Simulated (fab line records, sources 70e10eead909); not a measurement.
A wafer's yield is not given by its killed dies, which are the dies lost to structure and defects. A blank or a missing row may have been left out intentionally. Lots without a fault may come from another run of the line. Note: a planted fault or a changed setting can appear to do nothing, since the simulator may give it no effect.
A lot that was struck, set against a sound lot ; flow nand-harc ; 17 steps out of a route of 1159
Sound: these wafers, L299.2, L299.4, L299.6. Wafers struck: L305.2, L305.4, L305.5. The cause comes at the end.
Order at every step that has rows: each side's tool, ch and its chambers, its first start. Under that, the readings that differ: sound wafers ; struck wafers ; difference of the means ; sigmas: that difference in standard deviations of wafers without a fault.
alike: readings whose means differ by less than 2 such deviations, and words and numbers that are the same on both sides. not compared: withheld readings, readings that some wafer has no value for, bounds like >300 that may hide the same value, and numbers for which the record gives no deviation and whose values overlap.
Wherever a step has rows on one side only, a row that says differs or no value, or a row with sigmas, the two part there. Numbers that don't overlap but have no deviation are shown without sigmas and don't part them. Lack of a reading on every wafer of one side parts them only where that side has two or more wafers.

NHARC_P_M1_INSPECT_11:
  struck on defect-inspect-02, day 8 14:58; sound on defect-inspect-02, day 7 02:37
  alike: raw-defect-count
then, 1 step without rows for these wafers: NHARC_P_M1_DESCUM_14 (chemistry O2, time 3 s).
NHARC_P_M1_ETCH_35: etches the open film in N2/H2, target depth 40 nm, overetch 12 nm, time 43.94 s.
  sound on rie-diel-09 ch 0,2,3, day 7 02:46; struck on rie-diel-02 ch 2,3, day 8 15:14
reading;sound;struck;difference;sigmas
oes-product-au (a.u.);1.008 0.994 0.989;0.971 0.966 0.969;-0.028;-2
rf-vpp-V (V);433.7 433.8 435.0;431.3 427.3 427.9;-5.3;-2
showerhead-plenum-p-Torr (Torr);2.16 2.13 2.16;2.01 1.92 1.92;-0.20;-2
  alike: drypump-motor-current-A, mfc-ar-sccm, throttle-valve-pct
  not compared: rf-hours-counter-h
NHARC_P_M1_ETCH_15: etches the open film in C4F8/Ar, target depth 182.5 nm, time 91.2 s.
  sound: rie-diel-09 ch 0,1,2; struck: rie-diel-02 ch 0,1,3
  alike: oes-product-au, rf-vpp-V
  not compared: rf-hours-counter-h
NHARC_P_M1_CD_MEAS_16:
  struck on cd-sem-03, day 8 15:30; sound on cd-sem-02, day 7 02:59
  alike: cd-nm
NHARC_P_M1_STRIP_18: strips in N2/H2.
  sound on rie-diel-05 ch 0,2,3, day 7 03:05; struck on rie-diel-02 ch 0,1,3, day 8 15:34
  alike: drypump-motor-current-A, mfc-ar-sccm, oes-product-au, power-w, rf-vpp-V, showerhead-plenum-p-Torr, throttle-valve-pct
  not compared: rf-hours-counter-h
then, 5 steps without rows for these wafers: NHARC_P_M1_ETCH_28 (etches the open film in CF4/N2, target depth 30 nm, time 72.99 s); NHARC_P_M1_STRIP_19 (strips in post etch residue remover, time 600 s); NHARC_P_M1_DEGAS_29 (time 60 s); NHARC_P_M1_PRE_CLEAN_30 (time 30 s); NHARC_P_M1_PVD_20 (deposits TaN, target thk 5 nm, time 8.06 s).
NHARC_P_M1_PVD_21: deposits Cu, target thk 30 nm, time 20.49 s.
  sound on pvd-sputter-03; struck on pvd-sputter-02
  alike: throttle-valve-pct
NHARC_P_M1_ECD_22: material Cu, target thk 400 nm.
  sound on ecd-cu-01 ch 0,1, day 7 04:07; struck on ecd-cu-01 ch 0, day 8 16:59
  no value came back on the struck wafers for bath-heat-duty-pct (%), bath-temp-c (C); on the sound wafers bath-heat-duty-pct (%) reads 7.4 5.9 6.2
NHARC_P_M1_ANNEAL_31: time 90 s.
  sound on rtp-anneal-02 ch 0, day 7 04:29; struck on rtp-anneal-01 ch 0, day 8 17:25
  alike: wafer_temp_C_max
NHARC_P_M1_CMP_23: polishes, t overpolish 20 s, target thk 157.82 nm.
  sound on cmp-03 ch 0,3, day 7 04:47; struck on cmp-02 ch 1,2, day 8 17:43
reading;sound;struck;difference;sigmas
time-to-endpoint-s (s);23 27 26;4 8 3;-20;-5
  alike: motor-current-A, slurry-flow-ml-min
NHARC_P_M1_THK_MEAS_24: measures by xrf.
  struck on film-metro-01, day 8 18:12; sound on film-metro-01, day 7 05:06
reading;sound;struck;difference;sigmas
thk-nm (nm);154.8 156.9 155.2;32.0 31.4 30.4;-124.4;-69
  not compared: hold
following that, these wafers have no rows for 1 step: NHARC_END_SORT_01.

== WHERE THEY PART ==
First at NHARC_P_M1_ETCH_35; last, within this record, at NHARC_P_M1_THK_MEAS_24.

WHY: what had been put in by the simulator
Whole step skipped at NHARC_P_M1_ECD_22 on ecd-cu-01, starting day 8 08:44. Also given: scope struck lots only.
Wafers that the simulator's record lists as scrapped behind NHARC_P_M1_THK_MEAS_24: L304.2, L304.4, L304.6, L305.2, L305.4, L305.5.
